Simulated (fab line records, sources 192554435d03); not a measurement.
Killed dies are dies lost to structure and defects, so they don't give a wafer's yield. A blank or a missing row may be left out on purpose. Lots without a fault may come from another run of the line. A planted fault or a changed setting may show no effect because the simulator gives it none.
fab line records | flow n5_finfet
record lots=6 wafers=16 last_day=18
route steps=1938 shown DUMMY_REMOVAL@383 HKMG_FIN@385 BEOL_M4@1111 PASSIVATION@1936
lots that met no fault: from a run of the same line without faults
start_h: hours from the record's first day to the start of the lot's first wafer shown | wait_h: hours since the lot's step before | " the same as in the row above | L1.1+2: a row that stands for several wafers | - no value, or no start given | * or withheld: withheld | < > ~ a bound
route shown NAME@n: a module of which the file shows steps, and the number in the route of the first | usual: mean/standard deviation of fault-free wafers | same: alike in all rows | chamber/n: place in a boat | sites: the reading at each site | _std_site: their standard deviation | _edge_site: outer sites' mean less inner sites' | radius_mm: how far each site lies from the wafer's centre | mask NAME#n: copy n | behind: the tool/chamber that last shaped the wafer | hold: why the lot was held/for how many hours/how that ended | device: the transistor (n, p or np) that didn't switch | end of line: the same wafers' tests at the end of the route | a step without rows: its recipe alone | killed: dies lost to structure and defects at the first sort, not the wafer's yield | map: a wafer's dies, x killed, . not, _ none there
set.NAME: the setting as run; set.NAME@STEP: as run at that earlier step | model.NAME: the simulator's own value behind a step, which no gauge read
lots at some steps of the route; a table a step, a row a wafer
services: from which hour (start_h, from the record's first day; less than 0 if before it) a tool's chamber was out of use, for how many hours, and why
## steps
# step N5_DUMMY_REMOVAL_PRECLEAN_04
# recipe chemistry=DHF time_s=37 temp_c=25 dilution=500:1
# step N5_DUMMY_REMOVAL_SRD_05
# recipe dry=ipa_marangoni do_ppb=5 time_s=30 temp_c=23 rinse_liquid=diw
# step N5_HKMG_FIN_IL_REGROW_00
# recipe material=SiO2 target_thk_a=7.5 chemistry=O3 temp_c=withheld time_s=30
# step N5_HKMG_FIN_HK_ALD_01
# recipe material=HfO2 target_thk_a=16 temp_c=withheld ald_precursor_family=HfCl4 ald_co_reactant=H2O pulse_time_s=3 purge_time_s=3 co_reactant_purge_time_s=2.5 co_reactant_pulse_time_s=0.3 ald_cycles=30
# usual precursor_pulse_height_rel=1.001/0.02
# columns lot.wafer tool chamber start_h wait_h precursor_pulse_height_rel
L154.2 ald_hk-03 2 84.43 0.0 0.990
L154.5 " 2 " " 1.020
L154.6 " 1 " " 0.975
L158.2 ald_hk-03 3 108.26 0.0 1.025
L158.4 " 1 " " 1.006
L158.6 " 1 " " 0.993
L160.2 ald_hk-01 1 123.77 0.0 1.042
L160.4 " 2 " " 1.020
L164.5 ald_hk-03 1 146.17 0.1 1.010
L164.6 " 0 " " 0.984
L168.1 ald_hk-01 3 167.03 0.0 1.008
L168.2 " 0 " " 1.002
L168.6 " 1 " " 1.032
L175.1 ald_hk-01 3 214.53 0.0 0.997
L175.5 " 0 " " 1.003
L175.6 " 1 " " 1.004
# step N5_HKMG_FIN_HK_ANNEAL_02
# recipe temp_c=700 time_s=30 ambient=N2 idle_temp_c=600 ramp_up_c_per_s=150 ramp_down_c_per_s=60 cool_to_c=600
# step N5_HKMG_FIN_ALD_74
# recipe material=La2O3 target_thk_a=5 temp_c=250 ald_precursor_family=La-Cp ald_co_reactant=O3 pulse_time_s=6 co_reactant_pulse_time_s=1 purge_time_s=3 co_reactant_purge_time_s=3
# usual heater_power_w=352/32 precursor_pulse_height_rel=1.003/0.018
# columns lot.wafer tool chamber start_h wait_h heater_power_w precursor_pulse_height_rel
L154.2 ald_hk-02 2 84.88 0.2 361 1.004
L154.5 " 3 " " 443 0.973
L154.6 " 0 " " 354 0.958
L158.2 ald_hk-02 2 108.66 0.2 354 0.983
L158.4 " 1 " " 338 1.001
L158.6 " 2 " " 350 1.038
L160.2 ald_hk-03 3 124.37 0.2 315 1.003
L160.4 " 0 " " 320 1.008
L164.5 ald_hk-02 0 146.74 0.1 364 1.012
L164.6 " 1 " " 337 1.028
L168.1 ald_hk-03 1 167.43 0.2 326 1.017
L168.2 " 0 " " 329 0.977
L168.6 " 3 " " 318 1.025
L175.1 ald_hk-02 3 214.95 0.2 436 1.005
L175.5 " 0 " " 357 1.030
L175.6 " 3 " " 435 0.999
# step N5_HKMG_FIN_ALD_75
# recipe material=Al2O3 target_thk_a=10 temp_c=150 ald_precursor_family=TMA ald_co_reactant=H2O pulse_time_s=withheld co_reactant_pulse_time_s=1
# usual heater_power_w=152/14 precursor_pulse_height_rel=1.000/0.018
# columns lot.wafer tool chamber start_h wait_h heater_power_w precursor_pulse_height_rel
L154.2 ald_hk-02 2 84.96 0.0 150 0.996
L154.5 " 3 " " 187 0.975
L154.6 " 0 " " 151 1.007
L158.2 ald_hk-02 2 108.74 0.0 153 1.026
L158.4 " 1 " " 146 1.002
L158.6 " 2 " " 149 0.999
L160.2 ald_hk-03 3 124.45 0.0 136 0.970
L160.4 " 0 " " 136 1.002
L164.5 ald_hk-02 0 146.81 0.0 154 0.997
L164.6 " 1 " " 143 1.002
L168.1 ald_hk-03 1 167.51 0.0 146 1.016
L168.2 " 0 " " 140 1.034
L168.6 " 3 " " 137 1.034
L175.1 ald_hk-02 3 215.03 0.0 185 1.001
L175.5 " 0 " " 153 1.039
L175.6 " 3 " " 186 1.024
# step N5_HKMG_FIN_COAT_41
# recipe resist=SOC temp_c=250 time_s=60 spin_rpm=1500 resist_thk_nm=300
# step N5_HKMG_FIN_COAT_42
# recipe resist=SiARC temp_c=220 time_s=60 spin_rpm=1500 resist_thk_nm=35
# step N5_HKMG_FIN_COAT_43
# recipe resist=CAR-ArF spin_rpm=1500 resist_thk_nm=90
# step N5_HKMG_FIN_EBR_45
# recipe solvent=PGMEA ebr_width_mm=1.5
# step N5_HKMG_FIN_SOFTBAKE_44
# recipe temp_c=110 time_s=60 resist=CAR-ArF
# step N5_HKMG_FIN_EXPOSE_46
# recipe mask_id=NDIPOLE na=1.35 source_shape=conventional sigma_outer=0.8 polarization=unpolarized dose_mj=40
# columns lot.wafer tool chamber start_h wait_h mask
L154.2+5+6 arfi_scanner-01 0 85.31 - NDIPOLE#0
L158.2+4+6 arfi_scanner-03 0 109.09 - NDIPOLE#0
L160.2+4 arfi_scanner-01 0 124.79 - NDIPOLE#0
L164.5+6 arfi_scanner-01 0 147.14 - NDIPOLE#0
L168.1+2+6 arfi_scanner-03 0 167.85 - NDIPOLE#0
L175.1+5+6 arfi_scanner-02 0 215.24 - NDIPOLE#0
# step N5_HKMG_FIN_PEB_47
# recipe peb_temp_c=withheld peb_time_s=60 resist=CAR-ArF
# step N5_HKMG_FIN_DEVELOP_48
# recipe develop_time_s=30 developer=TMAH resist=CAR-ArF rinse_liquid=diw dry=air_spin dev_temp_c=23
# step N5_HKMG_FIN_CD_MEAS_49
# recipe target_cd_nm=202 landing_energy_ev=500 detector=se_inlens polarity=opening
# usual cd_nm=202.1/0.61
# columns lot.wafer tool chamber start_h wait_h cd_nm
L154.2 cd_sem-01 0 85.43 - 202.3
L154.5 " 0 " " 201.8
L154.6 " 0 " " 202.3
L158.2 cd_sem-01 0 109.21 - 202.2
L158.4 " 0 " " 202.7
L158.6 " 0 " " 203.3
L160.2 cd_sem-01 0 124.91 - 221.5
L160.4 " 0 " " 201.8
L164.5 cd_sem-03 0 147.25 - 221.7
L164.6 " 0 " " 202.3
L168.1 cd_sem-02 0 167.98 - 202.4
L168.2 " 0 " " 202.1
L168.6 " 0 " " 202.8
L175.1 cd_sem-01 0 215.37 - 201.8
L175.5 " 0 " " 201.9
L175.6 " 0 " " 201.7
# step N5_HKMG_FIN_OVL_MEAS_50
# recipe points_per_wafer=44
# usual NDIPOLE_OVL=-0.2/0.66
# columns lot.wafer tool chamber start_h wait_h NDIPOLE_OVL[nm]
L154.2 overlay-02 0 85.46 0.0 -0.2
L154.5 " 0 " " -1.0
L154.6 " 0 " " 0.3
L158.2 overlay-01 0 109.24 0.0 -0.7
L158.4 " 0 " " -0.5
L158.6 " 0 " " -0.8
L160.2 overlay-01 0 124.94 0.0 0.9
L160.4 " 0 " " 0.2
L164.5 overlay-01 0 147.27 0.0 0.7
L164.6 " 0 " " 0.2
L168.1 overlay-01 0 168.01 0.0 0.2
L168.2 " 0 " " -1.2
L168.6 " 0 " " -0.6
L175.1 overlay-02 0 215.40 0.0 -0.3
L175.5 " 0 " " 0.2
L175.6 " 0 " " -0.3
# step N5_HKMG_FIN_INSPECT_61
# recipe mode=adi inspect_instrument=macro
# usual raw_defect_count=2/1.5
# columns lot.wafer tool chamber start_h wait_h raw_defect_count
L154.2 defect_inspect-02 - 85.48 0.0 3
L154.5 " - " " 4
L154.6 " - " " 1
L158.2 defect_inspect-02 - 109.26 0.0 0
L158.4 " - " " 0
L158.6 " - " " 5
L160.2 defect_inspect-01 - 124.97 0.0 1
L160.4 " - " " 2
L164.5 defect_inspect-02 - 147.30 0.0 3
L164.6 " - " " 0
L168.1 defect_inspect-02 - 168.03 0.0 1
L168.2 " - " " 1
L168.6 " - " " 2
L175.1 defect_inspect-01 - 215.42 0.0 2
L175.5 " - " " 3
L175.6 " - " " 3
# step N5_HKMG_FIN_DESCUM_53
# recipe chemistry=O2 time_s=7.9 source_power_w=50 bias_power_w=20 pressure_mtorr=20 rf_frequency_hz=2.712e+07 temp_c=40 resist=CAR-ArF o2_flow_sccm=225
# step N5_HKMG_FIN_ETCH_54
# recipe chemistry=CF4 target=SiARC target_depth_a=455 mask_material=CAR-ArF time_s=75.8 ion_energy_ev=80 pressure_mtorr=40 source_w=545 bias_w=36 Ar_flow_sccm=100 cf4_flow_sccm=100 ends=cleared
# usual drypump_motor_current_A=5.7/0.46 etch_rf_on_time_s=75.8/1.3 oes_product_au=0.66/0.081 rf_vpp_V=184.2/1.2 showerhead_plenum_p_Torr=2.15/0.078 throttle_valve_pct=15.65/0.26
# columns lot.wafer tool chamber start_h wait_h drypump_motor_current_A etch_rf_on_time_s oes_product_au rf_hours_counter_h rf_vpp_V showerhead_plenum_p_Torr throttle_valve_pct model.HKMG_FIN.cd_offset_nm
L154.2 rie_diel-06 0 85.55 0.0 5.8 76.7 0.60 200 184.5 2.12 15.92 0
L154.5 " 2 " " 5.1 75.6 0.63 - 182.4 2.05 15.86 0.2
L154.6 " 3 " " 5.7 74.7 0.82 - 186.0 2.28 15.32 0
L158.2 rie_diel-06 0 109.33 0.0 5.8 74.5 0.61 208 181.6 2.11 15.93 0
L158.4 " 2 " " 5.1 74.8 0.64 166 182.0 2.05 15.89 0.8
L158.6 " 3 " " 5.7 73.1 0.81 - 186.6 2.28 15.35 1.4
L160.2 rie_diel-06 2 125.04 0.0 5.1 76.1 0.62 170 182.9 2.05 15.90 19.6
L160.4 " 1 " " 5.9 75.9 0.59 232 184.0 2.03 16.17 -0.2
L164.5 rie_diel-02 3 147.39 0.0 5.7 76.5 0.59 - 184.0 2.11 15.68 19.2
L164.6 " 0 " " 6.3 74.2 0.65 - 184.4 2.13 15.41 -0.2
L168.1 rie_diel-02 0 168.10 0.0 6.3 74.4 0.65 170 184.0 2.13 15.44 0.6
L168.2 " 2 " " 5.9 76.0 0.63 188 183.9 2.21 15.58 0.2
L168.6 " 3 " " 5.7 77.2 0.58 - 182.6 2.11 15.71 0.4
L175.1 rie_diel-05 1 215.49 0.0 5.2 76.0 0.69 90 185.6 2.16 15.86 -0.4
L175.5 " 0 " " 5.9 74.3 0.77 - 183.2 2.09 15.20 -0.2
L175.6 " 1 " " 5.2 75.8 0.70 - 184.7 2.17 15.86 -0.4
# step N5_HKMG_FIN_ETCH_55
# recipe chemistry=N2/H2 target=SOC target_depth_a=2400 temp_c=40 time_s=300 ion_energy_ev=200 mask_material=SiARC pressure_mtorr=30 source_w=840 bias_w=150 n2_flow_sccm=200 h2_flow_sccm=200
# usual drypump_motor_current_A=5.7/0.46 oes_product_au=0.77/0.097 rf_vpp_V=524.4/2.8 showerhead_plenum_p_Torr=2.56/0.098 throttle_valve_pct=17.92/0.29
# columns lot.wafer tool chamber start_h wait_h drypump_motor_current_A oes_product_au rf_hours_counter_h rf_vpp_V showerhead_plenum_p_Torr throttle_valve_pct
L154.2 rie_diel-06 0 85.61 0.0 5.8 0.70 200 524.6 2.53 18.24
L154.5 " 2 " " 5.1 0.74 - 520.4 2.43 18.16
L154.6 " 3 " " 5.8 0.97 - 529.8 2.71 17.64
L158.2 rie_diel-06 0 109.38 0.0 5.9 0.69 208 524.6 2.52 18.26
L158.4 " 2 " " 5.1 0.74 166 520.5 2.43 18.18
L158.6 " 3 " " 5.7 0.94 - 528.2 2.71 17.64
L160.2 rie_diel-06 2 125.09 0.0 5.1 0.73 170 520.2 2.43 18.17
L160.4 " 1 " " 5.9 0.68 232 520.1 2.41 18.53
L164.5 rie_diel-02 3 147.51 0.1 5.8 0.68 - 522.2 2.52 17.91
L164.6 " 0 " " 6.4 0.76 - 523.1 2.54 17.59
L168.1 rie_diel-02 0 168.16 0.0 6.4 0.77 170 522.5 2.53 17.59
L168.2 " 2 " " 5.9 0.74 188 527.1 2.63 17.83
L168.6 " 3 " " 5.8 0.68 - 524.4 2.51 17.93
L175.1 rie_diel-05 1 215.55 0.0 5.2 0.81 90 525.5 2.58 18.15
L175.5 " 0 " " 5.9 0.89 - 522.5 2.48 17.52
L175.6 " 1 " " 5.2 0.81 - 524.8 2.58 18.16
# step N5_HKMG_FIN_STRIP_56
# recipe chemistry=N2/H2 temp_c=40 n2_flow_sccm=200 h2_flow_sccm=200 rf_frequency_hz=6e+07
# step N5_HKMG_FIN_STRIP_57
# recipe chemistry=CF4 resist=SiARC power_w=300 bias_power_w=75 pressure_mtorr=50 cf4_flow_sccm=150 rf_frequency_hz=6e+07
# step N5_HKMG_FIN_ETCH_58
# recipe chemistry=N2/H2 target=SOC target_depth_a=2158 ion_energy_ev=50 bias_w=13 time_s=741 pressure_mtorr=30 source_w=875 n2_flow_sccm=200 h2_flow_sccm=200
# usual drypump_motor_current_A=5.7/0.46 oes_product_au=0.77/0.095 rf_vpp_V=99.1/0.98 showerhead_plenum_p_Torr=2.56/0.098 throttle_valve_pct=17.87/0.28
# columns lot.wafer tool chamber start_h wait_h drypump_motor_current_A oes_product_au rf_hours_counter_h rf_vpp_V showerhead_plenum_p_Torr throttle_valve_pct model.HKMG_FIN.cd_offset_nm
L154.2 rie_diel-06 0 85.82 0.0 5.8 0.70 200 99.6 2.52 18.20 -0.4
L154.5 " 2 " " 5.1 0.74 - 99.1 2.44 18.11 -0.6
L154.6 " 3 " " 5.8 0.97 - 100.4 2.71 17.59 0
L158.2 rie_diel-06 0 109.59 0.0 5.8 0.69 208 99.1 2.52 18.22 -0.6
L158.4 " 2 " " 5.1 0.73 166 98.9 2.43 18.11 1
L158.6 " 3 " " 5.8 0.94 - 100.1 2.71 17.60 1.6
L160.2 rie_diel-06 2 125.30 0.0 5.1 0.73 170 98.6 2.43 18.13 19.4
L160.4 " 1 " " 5.9 0.69 232 97.5 2.41 18.48 -0.2
L164.5 rie_diel-02 3 147.84 0.2 5.8 0.68 - 96.6 2.52 17.85 19
L164.6 " 0 " " 6.3 0.77 - 99.2 2.54 17.53 0.2
L168.1 rie_diel-02 0 168.37 0.0 6.4 0.76 170 100.4 2.53 17.56 0.8
L168.2 " 2 " " 6.0 0.73 189 100.3 2.63 17.79 -0.4
L168.6 " 3 " " 5.8 0.68 - 99.2 2.51 17.88 0.6
L175.1 rie_diel-05 1 215.76 0.0 5.2 0.81 90 98.1 2.58 18.11 -0.6
L175.5 " 0 " " 5.9 0.88 - 99.0 2.48 17.47 0
L175.6 " 1 " " 5.2 0.80 - 99.5 2.58 18.10 -0.6
# step N5_HKMG_FIN_STRIP_93
# recipe chemistry=N2/H2 material=SOC time_s=20 power_w=500 temp_c=40 pressure_mtorr=50 rf_frequency_hz=6e+07 bias_power_w=8 h2_frac=0.5 n2_flow_sccm=300 h2_flow_sccm=300
# usual bias_power_w=8.002/0.023 drypump_motor_current_A=5.7/0.46 oes_product_au=0.77/0.095 rf_vpp_V=54.3/0.84 showerhead_plenum_p_Torr=3.38/0.12 throttle_valve_pct=19.2/0.35
# columns lot.wafer tool chamber start_h wait_h bias_power_w drypump_motor_current_A oes_product_au rf_hours_counter_h rf_vpp_V showerhead_plenum_p_Torr throttle_valve_pct
L154.2 rie_diel-06 0 86.24 0.2 8.023 5.8 0.70 200 54.3 3.34 19.6
L154.5 " 2 " " 7.988 5.1 0.74 - 54.6 3.22 19.4
L154.6 " 3 " " 7.990 5.8 0.96 - 54.6 3.58 18.9
L158.2 rie_diel-06 0 110.02 0.2 7.972 5.8 0.70 208 53.5 3.33 19.6
L158.4 " 2 " " 7.983 5.1 0.74 166 53.8 3.22 19.4
L158.6 " 3 " " 7.994 5.8 0.93 - 54.2 3.57 18.9
L160.2 rie_diel-06 2 125.73 0.2 7.975 5.1 0.72 170 52.1 3.22 19.4
L160.4 " 1 " " 8.025 5.9 0.68 233 53.4 3.19 20.1
L164.5 rie_diel-02 3 148.08 0.0 8.028 5.8 0.68 - 54.2 3.32 19.0
L164.6 " 0 " " 7.986 6.4 0.76 - 53.8 3.35 18.7
L168.1 rie_diel-02 0 168.79 0.2 8.007 6.4 0.74 170 54.1 3.35 18.7
L168.2 " 2 " " 8.003 5.9 0.73 189 52.5 3.47 19.1
L168.6 " 3 " " 7.996 5.8 0.67 - 52.6 3.32 19.1
L175.1 rie_diel-05 1 216.18 0.2 7.999 5.2 0.80 91 53.7 3.40 19.4
L175.5 " 0 " " 7.997 5.9 0.89 - 53.7 3.27 19.0
L175.6 " 1 " " 7.988 5.2 0.80 - 53.8 3.40 19.3
# step N5_BEOL_M4_RC_MEAS_101
# usual DIBL_N=35.9/1.4 DIBL_P=35.9/1.7 IOFF_N=0.155/0.023 IOFF_P=0.201/0.029 ION_N=672/8.8 ION_P=460/7 SS_N=71.6/0.48 SS_P=73.1/0.64 VT_N=250.0/3 VT_P=-251.6/3
# columns lot.wafer tool chamber start_h wait_h DIBL_N[mV/V] DIBL_P[mV/V] IOFF_N[nA/um] IOFF_P[nA/um] ION_N[uA/um] ION_P[uA/um] SS_N[mV/dec] SS_P[mV/dec] VT_N[mV] VT_P[mV]
L154.2 prober-02 0 183.09 0.2 34.8 33.7 0.131 0.188 665 462 71.6 71.9 254.0 -249.1
L154.5 " 0 " " 35.7 34.9 0.139 0.206 666 462 71.8 73.1 251.4 -247.9
L154.6 " 0 " " 36.3 36.9 0.167 0.238 673 464 71.9 73.9 247.6 -244.8
L158.2 prober-01 0 202.22 0.2 36.9 38.2 0.183 0.197 681 455 71.2 74.0 247.5 -254.0
L158.4 " 0 " " 35.1 36.5 0.151 0.170 669 454 71.2 72.7 251.0 -257.4
L158.6 " 0 " " 36.3 37.8 0.163 0.192 675 452 72.1 73.1 249.7 -253.4
L160.2 prober-01 0 224.34 0.2 36.5 36.7 0.164 0.180 666 454 70.9 73.1 248.0 -254.2
L160.4 " 0 " " 36.0 35.5 0.149 0.167 663 444 71.4 72.6 247.5 -255.5
L164.5 prober-02 0 246.10 0.6 36.0 34.5 0.139 0.184 669 463 71.3 72.6 252.9 -253.6
L164.6 " 0 " " 38.1 36.3 0.165 0.204 677 457 71.8 72.6 250.8 -250.2
L168.1 prober-01 0 269.18 0.0 39.0 37.0 0.170 0.219 675 459 72.4 73.6 247.8 -255.0
L168.2 " 0 " " 37.8 35.2 0.148 0.186 671 450 70.7 73.0 252.3 -253.5
L168.6 " 0 " " 39.6 38.5 0.191 0.237 684 463 72.0 74.2 247.0 -248.9
L175.1 prober-02 0 311.49 0.0 34.9 34.0 0.134 0.199 669 469 71.5 72.6 254.6 -251.2
L175.5 " 0 " " 35.8 34.6 0.145 0.206 670 463 72.1 73.7 249.8 -252.6
L175.6 " 0 " " 35.1 34.6 0.141 0.203 667 459 71.2 72.7 251.0 -249.2
# step N5_PASSIVATION_PROBE_49
# usual defect_limited_yield=91.7/1.5 killed_at_M0_to_M3=30/8.6 killed_at_M4_up=12/4.5 killed_at_contacts=13/5.8 killed_at_front_end=38/11 killed_at_other=4/3 killed_dies=97/17 killed_on_rim=13/3.6 killed_open=63/12 killed_short=32/8.8 sort_bin_5_function=4.8/0.91 sort_bin_6_memory=3.1/0.68 sort_n_pass=1083/17 sort_yield_pct=91.7/1.5
# same gross_dies=1180 killed_at_back_side=0 sort_bin_4_leakage[%]=0 sort_bin_8_speed[%]=0
# columns lot.wafer tool chamber start_h wait_h defect_limited_yield[%] killed_at_M0_to_M3 killed_at_M4_up killed_at_contacts killed_at_front_end killed_at_other killed_dies killed_on_rim killed_open killed_short sort_bin_5_function[%] sort_bin_6_memory[%] sort_n_pass sort_yield_pct[%]
L160.2 prober-02 - 325.53 0.1 92.5 25 8 18 35 2 88 19 45 30 3.6 2.8 1092 92.5
L164.5 prober-02 - 349.59 0.2 91.2 28 10 11 53 2 104 21 52 43 5.3 2.4 1076 91.2
# killed by level:class
L160.2 MOL_CONTACT_COAG:geometric_particle:open=14 HKMG_FIN:area_expose=10 BEOL_M2:geometric_particle:open=6 BEOL_M3:geometric_particle:open=6 BEOL_M0_SAQP:geometric_particle:short=5 MOL_CONTACT_COAG:geometric_particle:short=4 STARTING-WAFER:geometric_particle:short=4 FIN_SAQP:geometric_particle:short=3
L164.5 FIN_SAQP:geometric_particle:short=11 MOL_CONTACT_COAG:geometric_particle:open=10 GATE_CUT:geometric_particle:short=9 STI_FIN_REVEAL:geometric_particle:open=8 BEOL_M0_SAQP:geometric_particle:short=6 BEOL_M3:geometric_particle:open=6 HKMG_FIN:area_expose=5 GATE_CUT:geometric_particle:open=4
## services
# columns tool chamber start_h hours kind
ald_hk-01 - 62.95 0.7 repair
rie_diel-06 0 71.63 6.5 repair
rie_diel-02 - 77.79 0.1 repair
rie_diel-02 - 80.40 2.8 pm
rie_diel-05 3 85.44 2.8 repair
arfi_scanner-01 - 97.44 0.8 repair
rie_diel-06 1 99.50 6.9 repair
arfi_scanner-01 - 104.71 1.0 pm
ald_hk-03 - 104.83 0.7 repair
arfi_scanner-01 - 114.18 1.3 pm
arfi_scanner-02 - 117.78 1.3 pm
arfi_scanner-01 - 120.42 1.0 pm
ald_hk-02 - 127.57 8.7 pm
arfi_scanner-03 - 131.58 4.8 pm
arfi_scanner-01 - 140.15 0.8 pm
arfi_scanner-03 - 144.07 1.3 pm
arfi_scanner-03 - 152.41 1.0 pm
arfi_scanner-03 - 166.33 1.0 pm
ald_hk-01 - 169.61 0.7 repair
ald_hk-01 - 176.61 8.7 pm
arfi_scanner-01 - 185.22 0.8 pm
ald_hk-03 - 189.28 1.4 repair
rie_diel-06 0 200.31 15.8 repair
arfi_scanner-03 - 211.42 0.8 pm
## key
first_sign step=N5_HKMG_FIN_CD_MEAS_49 reading=cd_nm direction=up sigmas=32 usual=202.1 struck=221.6
effect none on later readings
model_effect step=N5_HKMG_FIN_ETCH_54 value=HKMG_FIN.cd_offset_nm without=-0.2 struck=19.4
model_effect step=N5_HKMG_FIN_ETCH_58 value=HKMG_FIN.cd_offset_nm without=-0.5 struck=19.2
met_at N5_HKMG_FIN_EXPOSE_46
struck_wafers L160.2,L164.5
onset_between 85.31 124.79
fault kind=process_parameter_drift tool=arfi_scanner-01 chamber=- onset_h=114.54 steps=N5_HKMG_FIN_EXPOSE_46 channel=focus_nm offset=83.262 shape=step end_h=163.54 scope=struck_wafers_only
